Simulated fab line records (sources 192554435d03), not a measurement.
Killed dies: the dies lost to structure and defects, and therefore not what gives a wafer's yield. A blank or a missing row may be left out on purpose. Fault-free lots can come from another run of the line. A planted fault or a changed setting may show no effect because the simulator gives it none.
Chamber matching :: flow n5-finfet :: 4 sister chambers for N5_BEOL_M10_ETCH_61 on rie-diel-05
The step etches SiARC in CF4, target depth 39 nm, time 65 s. 8 wafers are shown with their chamber, then 7 later ones without.

== EACH WAFER AND ITS CHAMBER ==
wafer: L453.1
chamber: 0
throttle-valve-pct (%): 15.97
showerhead-plenum-p-Torr (Torr): 2.11

wafer: L453.6
chamber: 2
throttle-valve-pct (%): 15.57
showerhead-plenum-p-Torr (Torr): 2.13

wafer: L460.3
chamber: 0
throttle-valve-pct (%): 15.97
showerhead-plenum-p-Torr (Torr): 2.10

wafer: L460.4
chamber: 1
throttle-valve-pct (%): 16.01
showerhead-plenum-p-Torr (Torr): 2.02

wafer: L462.5
chamber: 2
throttle-valve-pct (%): 15.61
showerhead-plenum-p-Torr (Torr): 2.12

wafer: L462.6
chamber: 3
throttle-valve-pct (%): 15.68
showerhead-plenum-p-Torr (Torr): 2.11

wafer: L464.1
chamber: 3
throttle-valve-pct (%): 15.68
showerhead-plenum-p-Torr (Torr): 2.11

wafer: L464.3
chamber: 1
throttle-valve-pct (%): 16.01
showerhead-plenum-p-Torr (Torr): 2.02

== WAFERS WHOSE CHAMBER IS MISSING ==
wafer: L464.4
throttle-valve-pct (%): 15.98
showerhead-plenum-p-Torr (Torr): 2.10

wafer: L468.3
throttle-valve-pct (%): 15.99
showerhead-plenum-p-Torr (Torr): 2.10

wafer: L468.4
throttle-valve-pct (%): 15.69
showerhead-plenum-p-Torr (Torr): 2.11

wafer: L468.5
throttle-valve-pct (%): 16.03
showerhead-plenum-p-Torr (Torr): 2.01

wafer: L472.3
throttle-valve-pct (%): 15.73
showerhead-plenum-p-Torr (Torr): 2.10

wafer: L472.4
throttle-valve-pct (%): 15.66
showerhead-plenum-p-Torr (Torr): 2.11

wafer: L472.6
throttle-valve-pct (%): 15.73
showerhead-plenum-p-Torr (Torr): 2.10

== WHICH CHAMBER EACH ONE RAN IN ==
wafer: L464.4
from the rows above: 0
in truth: 0

wafer: L468.3
from the rows above: 0
in truth: 0

wafer: L468.4
from the rows above: 3
in truth: 3

wafer: L468.5
from the rows above: 1
in truth: 1

wafer: L472.3
from the rows above: 3
in truth: 3

wafer: L472.4
from the rows above: 3
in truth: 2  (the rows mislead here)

wafer: L472.6
from the rows above: 3
in truth: 3
6 of 7 placed correctly. Not placeable from these rows: 0. 1 placed wrongly.
How it was worked out, from the rows above alone: a wafer's distance from a chamber is the root of the sum, over the readings, of the square of ((its reading less the chamber's mean) divided by the reading's scatter). If the next closest chamber is less than 2 further off than the closest, the wafer can't be placed; otherwise it belongs to the closest. For every chamber, the mean is computed from those of its wafers that are shown. The scatter is the square root of a quotient: the sum, over the shown wafers, of each reading's squared deviation from its chamber's mean, divided by wafers minus chambers.
